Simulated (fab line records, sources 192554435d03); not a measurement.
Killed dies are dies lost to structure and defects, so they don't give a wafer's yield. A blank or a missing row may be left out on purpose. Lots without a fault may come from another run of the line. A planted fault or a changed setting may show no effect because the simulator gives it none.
fab line records | flow n5_finfet
record lots=24 wafers=72 last_day=19
route steps=1938 shown BEOL_M4@1034 BEOL_M5@1115
lots that met no fault: from a run of the same line without faults
start_h: hours from the record's first day to the start of the lot's first wafer shown | wait_h: hours since the lot's step before | " the same as in the row above | L1.1+2: a row that stands for several wafers | - no value, or no start given | * or withheld: withheld | < > ~ a bound
route shown NAME@n: a module of which the file shows steps, and the number in the route of the first | usual: mean/standard deviation of fault-free wafers | same: alike in all rows | chamber/n: place in a boat | sites: the reading at each site | _std_site: their standard deviation | _edge_site: outer sites' mean less inner sites' | radius_mm: how far each site lies from the wafer's centre | mask NAME#n: copy n | behind: the tool/chamber that last shaped the wafer | hold: why the lot was held/for how many hours/how that ended | device: the transistor (n, p or np) that didn't switch | end of line: the same wafers' tests at the end of the route | a step without rows: its recipe alone | killed: dies lost to structure and defects at the first sort, not the wafer's yield | map: a wafer's dies, x killed, . not, _ none there
set.NAME: the setting as run; set.NAME@STEP: as run at that earlier step | model.NAME: the simulator's own value behind a step, which no gauge read
steps of the route over a sample of lots; a table a step, a row a wafer
services: from which hour (start_h, from the record's first day; less than 0 if before it) a tool's chamber was out of use, for how many hours, and why
## steps
# step N5_BEOL_M4_CD_MEAS_11
# recipe target_cd_nm=16.79 landing_energy_ev=500 detector=se_inlens polarity=opening
# usual cd_nm=16.87/0.25
# columns lot.wafer tool chamber start_h wait_h cd_nm
L074.1 cd_sem-03 0 178.88 - 16.87
L074.3 " 0 " " 16.65
L074.5 " 0 " " 16.70
L075.1 cd_sem-03 0 183.77 - 17.03
L075.3 " 0 " " 16.94
L075.6 " 0 " " 16.70
L076.2 cd_sem-01 0 197.57 - 17.29
L076.3 " 0 " " 17.21
L076.5 " 0 " " 17.30
L077.2 cd_sem-01 0 198.39 - 16.83
L077.4 " 0 " " 16.97
L077.6 " 0 " " 17.15
L078.1 cd_sem-03 0 201.47 - 16.86
L078.4 " 0 " " 17.03
L078.6 " 0 " " 17.02
L079.1 cd_sem-01 0 202.41 - 17.01
L079.2 " 0 " " 17.07
L079.4 " 0 " " 17.13
L080.1 cd_sem-01 0 223.32 - 16.52
L080.3 " 0 " " 16.77
L080.4 " 0 " " 16.79
L081.2 cd_sem-02 0 223.37 - 16.82
L081.4 " 0 " " 16.55
L081.6 " 0 " " 16.57
L082.1 cd_sem-03 0 228.15 - 17.03
L082.4 " 0 " " 16.86
L082.6 " 0 " " 16.93
L085.2 cd_sem-01 0 231.98 - 16.58
L085.4 " 0 " " 16.41
L085.6 " 0 " " 16.76
L083.1 cd_sem-02 0 233.12 - 16.79
L083.2 " 0 " " 17.03
L083.5 " 0 " " 16.90
L084.2 cd_sem-03 0 243.11 - 16.63
L084.4 " 0 " " 16.89
L084.5 " 0 " " 16.94
L087.3 cd_sem-02 0 248.09 - 17.12
L087.4 " 0 " " 16.94
L087.5 " 0 " " 16.91
L086.2 cd_sem-02 0 253.49 - 17.09
L086.4 " 0 " " 16.86
L086.5 " 0 " " 16.56
L089.1 cd_sem-02 0 255.42 - 16.91
L089.2 " 0 " " 16.64
L089.4 " 0 " " 16.70
L088.1 cd_sem-03 0 263.23 - 16.94
L088.2 " 0 " " 17.13
L088.5 " 0 " " 16.98
L090.1 cd_sem-03 0 267.23 - 16.51
L090.4 " 0 " " 16.80
L090.6 " 0 " " 17.02
L091.1 cd_sem-02 0 270.93 - 16.43
L091.2 " 0 " " 17.24
L091.4 " 0 " " 16.71
L092.2 cd_sem-01 0 295.89 - 16.84
L092.3 " 0 " " 16.62
L092.5 " 0 " " 17.00
L094.3 cd_sem-01 0 296.09 - 16.97
L094.4 " 0 " " 16.43
L094.5 " 0 " " 17.11
L093.2 cd_sem-01 0 297.32 - 16.80
L093.4 " 0 " " 17.16
L093.6 " 0 " " 16.80
L095.1 cd_sem-01 0 310.96 - 17.10
L095.3 " 0 " " 16.60
L095.4 " 0 " " 17.12
L096.1 cd_sem-01 0 312.30 - 16.67
L096.3 " 0 " " 16.92
L096.4 " 0 " " 17.32
L097.1 cd_sem-01 0 321.93 - 16.64
L097.3 " 0 " " 16.82
L097.6 " 0 " " 16.69
# step N5_BEOL_M4_INSPECT_13
# recipe mode=adi inspect_instrument=brightfield
# usual raw_defect_count=428/110
# columns lot.wafer tool chamber start_h wait_h raw_defect_count
L074.1 defect_inspect-01 - 178.97 0.1 397
L074.3 " - " " 289
L074.5 " - " " 421
L075.1 defect_inspect-01 - 183.86 0.1 314
L075.3 " - " " 340
L075.6 " - " " 340
L076.2 defect_inspect-02 - 197.65 0.0 303
L076.3 " - " " 449
L076.5 " - " " 413
L077.2 defect_inspect-02 - 198.47 0.0 476
L077.4 " - " " 466
L077.6 " - " " 405
L078.1 defect_inspect-02 - 201.56 0.1 441
L078.4 " - " " 377
L078.6 " - " " 537
L079.1 defect_inspect-02 - 202.50 0.1 404
L079.2 " - " " 402
L079.4 " - " " 479
L080.1 defect_inspect-02 - 223.41 0.1 505
L080.3 " - " " 448
L080.4 " - " " 415
L081.2 defect_inspect-01 - 223.45 0.0 387
L081.4 " - " " 443
L081.6 " - " " 311
L082.1 defect_inspect-02 - 228.24 0.1 516
L082.4 " - " " 323
L082.6 " - " " 285
L085.2 defect_inspect-02 - 232.07 0.0 303
L085.4 " - " " 439
L085.6 " - " " 550
L083.1 defect_inspect-01 - 233.21 0.1 443
L083.2 " - " " 331
L083.5 " - " " 386
L084.2 defect_inspect-02 - 243.19 0.0 357
L084.4 " - " " 395
L084.5 " - " " 576
L087.3 defect_inspect-02 - 248.18 0.0 352
L087.4 " - " " 487
L087.5 " - " " 628
L086.2 defect_inspect-02 - 253.57 0.0 451
L086.4 " - " " 597
L086.5 " - " " 470
L089.1 defect_inspect-02 - 255.51 0.1 317
L089.2 " - " " 419
L089.4 " - " " 303
L088.1 defect_inspect-02 - 263.32 0.1 396
L088.2 " - " " 420
L088.5 " - " " 485
L090.1 defect_inspect-02 - 267.32 0.1 527
L090.4 " - " " 582
L090.6 " - " " 548
L091.1 defect_inspect-02 - 271.02 0.1 655
L091.2 " - " " 712
L091.4 " - " " 583
L092.2 defect_inspect-02 - 295.97 0.0 361
L092.3 " - " " 321
L092.5 " - " " 371
L094.3 defect_inspect-02 - 296.17 0.0 544
L094.4 " - " " 510
L094.5 " - " " 896
L093.2 defect_inspect-01 - 297.41 0.0 298
L093.4 " - " " 221
L093.6 " - " " 259
L095.1 defect_inspect-02 - 311.05 0.1 516
L095.3 " - " " 507
L095.4 " - " " 436
L096.1 defect_inspect-01 - 312.40 0.1 655
L096.3 " - " " 392
L096.4 " - " " 582
L097.1 defect_inspect-01 - 322.02 0.1 360
L097.3 " - " " 303
L097.6 " - " " 312
# step N5_BEOL_M4_VIA_ETCH_34
# recipe chemistry=C4F6/O2 target_depth_a=694 mask_material=SOC pressure_mtorr=15 ion_energy_ev=250 taper_deg=4 time_s=65.9 source_w=350 bias_w=170 Ar_flow_sccm=300 C4F6_flow_sccm=10 O2_flow_sccm=10
# usual C4F6_flow_sccm=9.997/0.029 drypump_motor_current_A=5.8/0.46 oes_product_au=0.85/0.042 rf_vpp_V=675/12 showerhead_plenum_p_Torr=2.85/0.12 throttle_valve_pct=30.8/0.33
# columns lot.wafer tool chamber start_h wait_h C4F6_flow_sccm drypump_motor_current_A oes_product_au rf_hours_counter_h rf_vpp_V showerhead_plenum_p_Torr throttle_valve_pct
L074.1 rie_diel-01 1 198.16 0.0 9.984 5.8 0.89 65 660 2.78 30.7
L074.3 " 3 " " 9.964 6.5 0.89 38 686 3.04 31.3
L074.5 " 1 " " 9.979 5.8 0.89 - 659 2.78 30.8
L075.1 rie_diel-01 0 205.01 0.0 10.035 5.7 0.87 31 672 2.78 30.8
L075.3 " 3 " " 10.038 6.5 0.89 40 684 3.04 31.3
L075.6 " 1 " " 10.028 5.8 0.87 - 658 2.78 30.7
L076.2 rie_diel-01 0 205.49 0.0 9.981 5.6 0.86 32 670 2.78 30.8
L076.3 " 1 " " 10.011 5.8 0.86 68 660 2.78 30.7
L076.5 " 3 " " 10.047 6.5 0.88 - 685 3.04 31.3
L077.2 rie_diel-01 1 213.17 0.0 9.984 5.8 0.87 71 658 2.77 30.7
L077.4 " 0 " " 9.993 5.7 0.87 35 671 2.78 30.8
L077.6 " 3 " " 10.009 6.5 0.88 - 685 3.03 31.3
L078.1 rie_diel-01 2 224.87 0.0 9.920 5.1 0.91 22 689 2.77 30.3
L078.4 " 1 " " 9.988 5.8 0.87 74 660 2.77 30.8
L078.6 " 2 " " 9.992 5.1 0.92 - 688 2.76 30.3
L079.1 rie_diel-01 1 227.32 0.0 9.994 5.8 0.87 75 660 2.77 30.8
L079.2 " 2 " " 10.018 5.1 0.91 23 688 2.76 30.3
L079.4 " 0 " " 9.992 5.6 0.86 39 669 2.78 30.8
L080.1 rie_diel-01 2 235.74 0.0 10.007 5.1 0.91 26 687 2.76 30.3
L080.3 " 3 " " 9.980 6.5 0.88 52 686 3.03 31.3
L080.4 " 0 " " 9.980 5.6 0.85 42 669 2.78 30.8
L081.2 rie_diel-05 3 238.66 0.0 10.035 5.5 0.96 3 677 2.91 30.9
L081.4 " 0 " " 9.934 5.6 0.76 136 651 2.62 30.9
L081.6 " 0 " " 9.976 5.6 0.77 - 651 2.62 30.9
L082.1 rie_diel-01 2 239.14 0.0 9.962 5.1 0.90 27 690 2.76 30.3
L082.4 " 1 " " 10.032 5.8 0.86 79 659 2.77 30.8
L082.6 " 0 " " 10.036 5.6 0.85 - 670 2.78 30.8
L085.2 rie_diel-01 1 247.15 0.0 9.970 5.9 0.86 82 660 2.77 30.8
L085.4 " 2 " " 9.994 5.1 0.90 30 688 2.76 30.3
L085.6 " 0 " " 10.011 5.6 0.86 - 669 2.78 30.8
L083.1 rie_diel-01 0 252.83 0.0 10.014 5.6 0.85 47 669 2.78 30.8
L083.2 " 2 " " 9.960 5.1 0.89 30 689 2.76 30.3
L083.5 " 3 " " 9.940 6.5 0.86 - 684 3.03 31.3
L084.2 rie_diel-01 0 268.96 0.0 9.999 5.6 0.84 54 670 2.77 30.8
L084.4 " 2 " " 9.979 5.1 0.87 38 689 2.76 30.3
L084.5 " 1 " " 10.044 5.9 0.84 - 659 2.77 30.8
L087.3 rie_diel-01 0 269.32 0.0 9.977 5.7 0.84 54 671 2.77 30.8
L087.4 " 2 " " 9.983 5.1 0.89 38 689 2.76 30.3
L087.5 " 1 " " 10.016 5.9 0.85 - 660 2.77 30.8
L086.2 rie_diel-01 0 269.69 0.0 9.956 5.7 0.85 54 671 2.78 30.8
L086.4 " 3 " " 10.054 6.5 0.85 64 685 3.03 31.3
L086.5 " 2 " " 10.010 5.1 0.89 - 688 2.76 30.3
L089.1 rie_diel-03 2 272.70 0.0 10.042 5.7 0.96 1 684 3.03 30.6
L089.2 " 0 " " 9.989 5.6 0.90 28 682 3.00 30.5
L089.4 " 3 " " 9.952 6.5 0.70 217 687 2.80 30.4
L088.1 rie_diel-01 0 286.60 0.0 9.996 5.6 0.83 61 672 2.77 30.8
L088.2 " 3 " " 9.966 6.5 0.84 71 684 3.02 31.3
L088.5 " 1 " " 10.030 5.8 0.83 - 660 2.76 30.8
L090.1 rie_diel-01 2 287.10 0.0 10.022 5.1 0.87 47 688 2.75 30.3
L090.4 " 1 " " 10.012 5.9 0.83 98 659 2.76 30.8
L090.6 " 0 " " 10.007 5.6 0.84 - 669 2.77 30.8
L091.1 rie_diel-01 2 302.51 0.0 10.025 5.1 0.86 51 687 2.75 30.3
L091.2 " 1 " " 9.979 5.8 0.83 102 658 2.76 30.8
L091.4 " 3 " " 9.956 6.5 0.84 75 685 3.02 31.3
L092.2 rie_diel-03 3 306.98 0.0 9.985 6.5 0.69 232 688 2.79 30.5
L092.3 " 1 " " 10.009 5.5 0.83 96 685 2.98 31.0
L092.5 " 3 " " 9.965 6.5 0.69 - 688 2.79 30.5
L094.3 rie_diel-03 1 311.39 0.0 10.012 5.4 0.83 98 686 2.98 31.0
L094.4 " 3 " " 9.966 6.4 0.69 234 688 2.79 30.5
L094.5 " 1 " " 10.035 5.4 0.82 - 687 2.98 31.0
L093.2 rie_diel-01 3 311.46 0.0 10.037 6.5 0.83 79 684 3.02 31.3
L093.4 " 0 " " 9.970 5.6 0.81 69 670 2.77 30.8
L093.6 " 2 " " 10.006 5.1 0.87 - 688 2.75 30.3
L095.1 rie_diel-05 1 316.11 0.0 10.017 5.6 0.83 61 654 2.79 30.9
L095.3 " 2 " " 10.025 5.6 0.79 104 680 2.96 30.6
L095.4 " 0 " " 10.009 5.5 0.75 160 650 2.61 31.0
L096.1 rie_diel-01 2 320.62 0.0 10.032 5.1 0.85 58 688 2.75 30.3
L096.3 " 1 " " 9.983 5.8 0.82 109 658 2.76 30.8
L096.4 " 2 " " 10.026 5.1 0.84 - 688 2.75 30.4
L097.1 rie_diel-01 3 338.64 0.0 9.977 6.5 0.82 90 686 3.01 31.4
L097.3 " 1 " " 9.970 5.8 0.83 114 658 2.75 30.8
L097.6 " 2 " " 9.976 5.1 0.85 - 687 2.75 30.3
# step N5_BEOL_M4_SPUTTER_81
# recipe material=Cu target_thk_a=45 temp_c=-20 chamber_pressure_pa=0.07 power_w=withheld time_s=8.29
# usual throttle_valve_pct=29.9/1.4
# columns lot.wafer tool chamber start_h wait_h throttle_valve_pct
L074.1 pvd_sputter-03 - 202.97 0.1 28.3
L074.3 " - " " 30.5
L074.5 " - " " 28.2
L075.1 pvd_sputter-03 - 206.55 0.1 28.3
L075.3 " - " " 28.1
L075.6 " - " " 28.4
L076.2 pvd_sputter-01 - 208.71 0.1 30.4
L076.3 " - " " 31.6
L076.5 " - " " 33.1
L077.2 pvd_sputter-02 - 214.91 0.1 29.7
L077.4 " - " " 28.2
L077.6 " - " " 31.0
L078.1 pvd_sputter-03 - 226.74 0.1 28.4
L078.4 " - " " 30.8
L078.6 " - " " 28.2
L079.1 pvd_sputter-03 - 229.68 0.1 28.1
L079.2 " - " " 30.8
L079.4 " - " " 30.1
L080.1 pvd_sputter-02 - 237.84 0.1 28.3
L080.3 " - " " 30.0
L080.4 " - " " 31.0
L081.2 pvd_sputter-02 - 240.60 0.1 30.1
L081.4 " - " " 30.1
L081.6 " - " " 28.1
L082.1 pvd_sputter-02 - 242.44 0.1 30.3
L082.4 " - " " 30.0
L082.6 " - " " 28.1
L085.2 pvd_sputter-03 - 249.48 0.1 28.1
L085.4 " - " " 29.8
L085.6 " - " " 30.0
L083.1 pvd_sputter-03 - 254.68 0.1 27.9
L083.2 " - " " 28.3
L083.5 " - " " 28.5
L084.2 pvd_sputter-02 - 271.00 0.1 30.1
L084.4 " - " " 28.2
L084.5 " - " " 31.3
L087.3 pvd_sputter-01 - 271.22 0.1 29.3
L087.4 " - " " 30.5
L087.5 " - " " 29.4
L086.2 pvd_sputter-03 - 272.46 0.1 30.5
L086.4 " - " " 29.8
L086.5 " - " " 30.9
L089.1 pvd_sputter-01 - 274.48 0.1 30.6
L089.2 " - " " 33.2
L089.4 " - " " 29.5
L088.1 pvd_sputter-02 - 289.19 0.1 30.1
L088.2 " - " " 27.9
L088.5 " - " " 30.3
L090.1 pvd_sputter-03 - 289.51 0.1 28.4
L090.4 " - " " 27.9
L090.6 " - " " 29.8
L091.1 pvd_sputter-01 - 304.99 0.1 30.5
L091.2 " - " " 33.3
L091.4 " - " " 31.3
L092.2 pvd_sputter-03 - 310.57 0.1 30.0
L092.3 " - " " 28.0
L092.5 " - " " 30.0
L094.3 pvd_sputter-01 - 313.00 0.1 33.1
L094.4 " - " " 29.4
L094.5 " - " " 30.7
L093.2 pvd_sputter-02 - 313.12 0.1 28.0
L093.4 " - " " 30.2
L093.6 " - " " 28.0
L095.1 pvd_sputter-01 - 319.21 0.1 30.3
L095.3 " - " " 31.5
L095.4 " - " " 32.9
L096.1 pvd_sputter-03 - 322.60 0.1 30.0
L096.3 " - " " 28.2
L096.4 " - " " 31.0
L097.1 pvd_sputter-01 - 340.40 0.1 33.5
L097.3 " - " " 30.5
L097.6 " - " " 29.3
# step N5_BEOL_M4_RC_MEAS_101
# usual DIBL_N=36.1/1.6 DIBL_P=35.8/2 IOFF_N=0.157/0.029 IOFF_P=0.21/0.034 ION_N=677/13 ION_P=465/8.1 SS_N=71.3/0.61 SS_P=73.2/0.65 VT_N=249/3.3 VT_P=-250/3.2
# columns lot.wafer tool chamber start_h wait_h DIBL_N[mV/V] DIBL_P[mV/V] IOFF_N[nA/um] IOFF_P[nA/um] ION_N[uA/um] ION_P[uA/um] SS_N[mV/dec] SS_P[mV/dec] VT_N[mV] VT_P[mV]
L074.1 prober-02 0 205.39 0.0 37.6 37.7 0.208 0.24 694 467 71.5 74.4 245 -250
L074.3 " 0 " " 35.0 34.2 0.148 0.19 678 468 71.5 73.2 247 -250
L074.5 " 0 " " 36.7 37.0 0.181 0.23 676 460 71.1 73.8 247 -248
L075.1 prober-02 0 208.97 0.0 36.0 33.8 0.128 0.19 644 452 70.7 72.8 254 -255
L075.3 " 0 " " 39.0 39.3 0.195 0.27 685 472 71.7 73.7 249 -247
L075.6 " 0 " " 35.8 34.8 0.135 0.20 658 451 71.0 73.5 253 -252
L076.2 prober-02 0 211.29 0.2 40.0 39.3 0.244 0.29 701 475 72.2 74.9 244 -246
L076.3 " 0 " " 35.2 33.5 0.147 0.18 679 459 70.7 73.0 249 -251
L076.5 " 0 " " 35.3 33.8 0.142 0.19 672 459 71.1 73.3 251 -251
L077.2 prober-01 0 217.49 0.2 33.4 31.8 0.111 0.16 658 455 70.3 72.7 254 -255
L077.4 " 0 " " 35.9 34.4 0.152 0.20 693 473 70.8 72.9 248 -249
L077.6 " 0 " " 33.6 31.7 0.112 0.16 679 467 70.9 72.5 253 -254
L078.1 prober-01 0 229.16 0.0 36.8 34.7 0.162 0.22 686 473 71.3 73.4 246 -247
L078.4 " 0 " " 36.6 35.0 0.168 0.23 684 465 71.1 73.3 245 -246
L078.6 " 0 " " 37.4 35.3 0.169 0.23 670 464 71.2 72.9 247 -248
L079.1 prober-02 0 232.10 0.0 36.2 36.1 0.169 0.23 684 462 71.8 73.3 250 -249
L079.2 " 0 " " 38.4 37.5 0.224 0.26 684 466 72.4 74.9 246 -246
L079.4 " 0 " " 38.0 37.2 0.212 0.26 685 470 72.3 74.6 244 -248
L080.1 prober-01 0 240.27 0.0 34.5 34.7 0.136 0.18 683 459 70.8 73.2 250 -252
L080.3 " 0 " " 35.3 34.3 0.138 0.16 655 444 71.7 73.0 251 -254
L080.4 " 0 " " 35.4 34.9 0.137 0.17 667 452 71.6 72.5 249 -254
L081.2 prober-01 0 243.18 0.2 36.5 36.5 0.151 0.23 683 471 70.4 72.7 249 -248
L081.4 " 0 " " 34.9 34.3 0.124 0.20 667 464 71.1 73.2 254 -251
L081.6 " 0 " " 35.6 35.2 0.141 0.22 663 460 70.9 73.1 252 -249
L082.1 prober-01 0 244.86 0.0 35.7 34.9 0.159 0.24 678 474 70.0 72.7 251 -242
L082.4 " 0 " " 36.1 36.7 0.173 0.28 685 478 70.5 73.2 250 -245
L082.6 " 0 " " 36.9 36.5 0.179 0.27 678 478 71.5 73.3 248 -244
L085.2 prober-02 0 252.06 0.2 34.5 35.2 0.138 0.19 680 469 71.0 72.1 252 -249
L085.4 " 0 " " 36.2 36.6 0.164 0.21 684 470 71.9 73.2 245 -251
L085.6 " 0 " " 36.2 37.0 0.176 0.23 688 476 71.5 72.6 245 -247
L083.1 prober-01 0 257.23 0.0 33.2 31.2 0.101 0.13 667 457 70.6 72.3 255 -259
L083.2 " 0 " " 35.7 34.0 0.127 0.16 663 454 71.1 73.0 255 -256
L083.5 " 0 " " 34.5 32.1 0.107 0.14 642 443 71.7 72.6 258 -259
L084.2 prober-02 0 273.75 0.2 34.7 34.5 0.137 0.19 675 467 71.1 72.2 248 -250
L084.4 " 0 " " 35.7 34.6 0.144 0.18 661 455 71.6 72.4 249 -253
L084.5 " 0 " " 36.0 35.6 0.157 0.20 668 453 72.3 72.8 247 -251
L087.3 prober-01 0 274.02 0.3 34.9 34.6 0.118 0.14 650 444 71.2 73.0 257 -257
L087.4 " 0 " " 36.3 36.4 0.145 0.17 670 449 71.8 73.2 253 -255
L087.5 " 0 " " 35.1 35.1 0.135 0.15 675 459 71.4 73.2 252 -258
L086.2 prober-02 0 275.03 0.2 36.2 37.6 0.172 0.23 702 483 71.0 73.5 249 -249
L086.4 " 0 " " 37.6 39.2 0.200 0.27 708 481 72.1 74.2 245 -250
L086.5 " 0 " " 38.2 39.5 0.204 0.27 692 474 71.3 74.7 245 -249
L089.1 prober-01 0 276.90 0.0 38.0 38.6 0.177 0.21 685 464 71.6 73.8 247 -251
L089.2 " 0 " " 34.2 34.1 0.116 0.15 669 459 70.7 71.3 253 -256
L089.4 " 0 " " 36.3 35.9 0.141 0.18 666 455 71.8 72.8 254 -251
L088.1 prober-02 0 291.82 0.0 33.8 33.2 0.129 0.17 678 465 70.3 72.9 249 -253
L088.2 " 0 " " 37.7 38.7 0.219 0.25 695 464 72.5 74.6 243 -246
L088.5 " 0 " " 32.5 32.0 0.116 0.15 671 461 70.9 72.7 254 -254
L090.1 prober-01 0 292.55 0.3 33.9 34.0 0.114 0.19 666 461 70.4 73.0 253 -250
L090.4 " 0 " " 35.4 34.9 0.128 0.20 654 456 70.9 72.7 254 -251
L090.6 " 0 " " 35.3 35.1 0.133 0.21 672 468 70.9 72.8 252 -250
L091.1 prober-01 0 307.68 0.1 36.0 36.3 0.141 0.21 678 466 71.5 74.2 252 -247
L091.2 " 0 " " 36.1 35.9 0.144 0.22 670 460 71.0 73.0 250 -248
L091.4 " 0 " " 35.5 35.3 0.136 0.21 664 463 71.3 73.2 253 -248
L092.2 prober-01 0 313.16 0.2 34.8 34.1 0.139 0.19 680 466 70.9 72.9 250 -251
L092.3 " 0 " " 35.3 34.8 0.144 0.19 671 457 70.9 72.8 251 -251
L092.5 " 0 " " 35.4 35.1 0.147 0.20 667 456 71.1 73.9 249 -253
L093.2 prober-01 0 315.69 0.2 36.5 35.9 0.157 0.23 671 466 71.4 72.8 248 -249
L093.4 " 0 " " 35.2 34.7 0.133 0.21 681 476 70.9 72.9 253 -249
L093.6 " 0 " " 34.0 34.3 0.127 0.20 683 477 71.1 72.5 251 -251
L094.3 prober-02 0 315.75 0.3 38.4 38.3 0.216 0.26 694 470 71.6 73.8 246 -246
L094.4 " 0 " " 35.2 34.8 0.145 0.21 676 467 71.3 72.8 251 -248
L094.5 " 0 " " 35.5 34.9 0.156 0.21 684 465 71.2 72.8 251 -250
L095.1 prober-02 0 321.63 0.0 36.3 36.8 0.149 0.21 681 467 71.3 72.9 248 -253
L095.3 " 0 " " 34.6 35.0 0.125 0.17 665 463 71.1 73.0 251 -256
L095.4 " 0 " " 37.7 38.3 0.171 0.22 680 469 71.8 73.6 250 -250
L096.1 prober-02 0 325.05 0.0 37.0 38.1 0.190 0.24 696 478 70.9 74.2 244 -249
L096.3 " 0 " " 38.2 39.0 0.210 0.25 696 474 71.6 73.7 242 -248
L096.4 " 0 " " 36.7 37.3 0.182 0.23 685 468 71.7 73.2 248 -246
L097.1 prober-02 0 342.88 0.0 37.4 38.5 0.181 0.25 683 464 72.0 73.1 248 -249
L097.3 " 0 " " 37.5 37.4 0.181 0.24 694 476 72.1 73.9 246 -248
L097.6 " 0 " " 36.9 37.8 0.172 0.24 696 480 71.8 73.8 249 -249
# step N5_BEOL_M5_PECVD_70
# recipe material=SiO2 target_thk_a=160 temp_c=400 precursor=TEOS/O2 pressure_torr=5.5 rf_w=450 teos_flow_sccm=53.8 gas=O2 flow_sccm=3000 time_s=18
# usual chamber_pressure_Torr=5.499/0.011 heater_power_outer_w=420/51 heater_power_w=683/63 showerhead_plenum_p_Torr=8.78/0.058 throttle_valve_pct=22.7/1.6
# columns lot.wafer tool chamber start_h wait_h chamber_pressure_Torr heater_power_outer_w heater_power_w showerhead_plenum_p_Torr throttle_valve_pct
L074.1 pecvd-04 0 207.33 0.0 5.516 453 766 8.76 22.7
L074.3 " 2 " " 5.522 487 729 8.64 21.4
L074.5 " 0 " " 5.505 457 766 8.77 22.5
L075.1 pecvd-03 2 210.55 0.0 5.499 413 689 8.82 21.1
L075.3 " 1 " " 5.504 349 574 8.77 24.7
L075.6 " 1 " " 5.496 352 576 8.76 24.6
L076.2 pecvd-03 1 212.74 0.0 5.502 334 569 8.76 24.3
L076.3 " 0 " " 5.498 463 705 8.80 25.4
L076.5 " 0 " " 5.505 454 726 8.81 25.3
L077.2 pecvd-03 0 218.91 0.0 5.503 479 745 8.80 25.1
L077.4 " 0 " " 5.502 483 731 8.82 25.2
L077.6 " 2 " " 5.507 377 660 8.83 21.0
L078.1 pecvd-04 2 230.73 0.0 5.498 484 750 8.66 21.4
L078.4 " 1 " " 5.519 367 601 8.79 23.4
L078.6 " 2 " " 5.481 480 750 8.66 21.5
L079.1 pecvd-03 2 234.15 0.0 5.498 326 604 8.83 21.0
L079.2 " 1 " " 5.494 387 624 8.75 24.9
L079.4 " 1 " " 5.508 399 636 8.76 24.8
L080.1 pecvd-03 0 241.85 0.0 5.490 442 692 8.79 25.2
L080.3 " 1 " " 5.499 392 633 8.77 24.6
L080.4 " 2 " " 5.493 385 648 8.82 20.9
L081.2 pecvd-04 0 244.59 0.0 5.490 399 686 8.79 22.7
L081.4 " 2 " " 5.494 480 734 8.65 21.5
L081.6 " 0 " " 5.498 412 698 8.78 22.6
L082.1 pecvd-01 2 246.43 0.0 5.494 386 633 8.84 20.2
L082.4 " 0 " " 5.493 421 728 8.83 21.8
L082.6 " 2 " " 5.511 384 641 8.85 20.2
L085.2 pecvd-01 2 253.48 0.0 5.516 446 669 8.84 20.2
L085.4 " 2 " " 5.496 447 655 8.84 20.1
L085.6 " 1 " " 5.503 389 623 8.77 20.7
L083.1 pecvd-01 2 258.82 0.0 5.509 423 673 8.84 20.2
L083.2 " 0 " " 5.496 412 678 8.82 21.7
L083.5 " 0 " " 5.491 401 669 8.84 21.6
L084.2 pecvd-01 0 275.17 0.0 5.503 401 694 8.82 21.9
L084.4 " 0 " " 5.518 408 698 8.83 21.9
L084.5 " 2 " " 5.534 433 673 8.82 20.3
L087.3 pecvd-04 2 275.28 0.0 5.506 393 632 8.66 21.4
L087.4 " 2 " " 5.505 395 639 8.64 21.6
L087.5 " 1 " " 5.486 420 687 8.79 23.5
L086.2 pecvd-03 1 276.45 0.0 5.500 398 652 8.78 24.6
L086.4 " 2 " " 5.509 383 680 8.85 21.3
L086.5 " 1 " " 5.509 401 630 8.77 24.4
L089.1 pecvd-04 0 279.02 0.0 5.504 447 741 8.78 22.5
L089.2 " 1 " " 5.508 409 674 8.81 23.3
L089.4 " 1 " " 5.521 401 654 8.80 23.3
L088.1 pecvd-04 2 293.98 0.0 5.510 380 617 8.67 21.4
L088.2 " 1 " " 5.491 338 584 8.81 23.5
L088.5 " 2 " " 5.506 384 627 8.66 21.5
L090.1 pecvd-04 2 294.62 0.0 5.482 392 619 8.65 21.7
L090.4 " 1 " " 5.488 416 658 8.80 23.5
L090.6 " 2 " " 5.504 402 659 8.66 21.2
L091.1 pecvd-04 1 309.74 0.0 5.513 398 662 8.80 23.6
L091.2 " 0 " " 5.496 466 776 8.79 22.6
L091.4 " 0 " " 5.518 467 791 8.77 22.5
L092.2 pecvd-04 0 315.08 0.0 5.504 448 742 8.77 22.4
L092.3 " 1 " " 5.486 429 679 8.78 23.4
L092.5 " 2 " " 5.501 410 674 8.65 21.6
L093.2 pecvd-03 0 317.34 0.0 5.498 490 764 8.81 25.4
L093.4 " 0 " " 5.496 489 756 8.79 25.5
L093.6 " 2 " " 5.508 364 647 8.84 21.0
L094.3 pecvd-04 2 317.49 0.0 5.494 462 698 8.68 21.4
L094.4 " 0 " " 5.504 475 795 8.79 22.4
L094.5 " 2 " " 5.490 472 716 8.65 21.6
L095.1 pecvd-03 2 323.69 0.0 5.482 310 589 8.80 21.3
L095.3 " 0 " " 5.494 486 751 8.82 25.1
L095.4 " 1 " " 5.485 383 631 8.77 24.7
L096.1 pecvd-03 1 326.62 0.0 5.480 380 619 8.76 24.6
L096.3 " 2 " " 5.516 396 680 8.81 21.4
L096.4 " 2 " " 5.529 405 695 8.82 21.1
L097.1 pecvd-03 2 344.55 0.0 5.494 378 665 8.82 21.1
L097.3 " 0 " " 5.493 537 828 8.81 25.4
L097.6 " 1 " " 5.492 419 672 8.76 24.5
## services
# columns tool chamber start_h hours kind
pecvd-04 1 177.63 6.5 repair
pecvd-01 - 180.22 1.5 repair
rie_diel-05 0 191.10 10.4 repair
pecvd-03 0 192.22 5.5 scheduled_down
rie_diel-01 2 193.46 18.9 repair
pecvd-01 2 202.38 - clean
pecvd-01 2 202.38 - consumable_replace:showerhead
pecvd-01 2 202.38 29.0 scheduled_down
pecvd-01 2 202.38 29.0 vent_cycle
rie_diel-03 2 206.92 7.6 repair
rie_diel-03 2 243.45 - clean
rie_diel-03 2 243.45 - consumable_replace:focus_ring
rie_diel-03 2 243.45 - consumable_replace:showerhead
rie_diel-03 - 255.51 15.6 pm
pecvd-04 2 258.08 2.1 scheduled_down
rie_diel-05 - 266.94 15.6 pm
rie_diel-01 - 288.94 2.8 pm
pecvd-01 1 292.97 3.6 repair
pecvd-04 0 292.97 2.1 scheduled_down
rie_diel-05 0 293.56 3.4 repair
pecvd-01 - 297.04 28.1 pm
pecvd-03 - 331.36 0.6 repair
pecvd-03 2 335.42 2.1 scheduled_down
pecvd-01 1 343.82 5.5 scheduled_down
## key
fault none
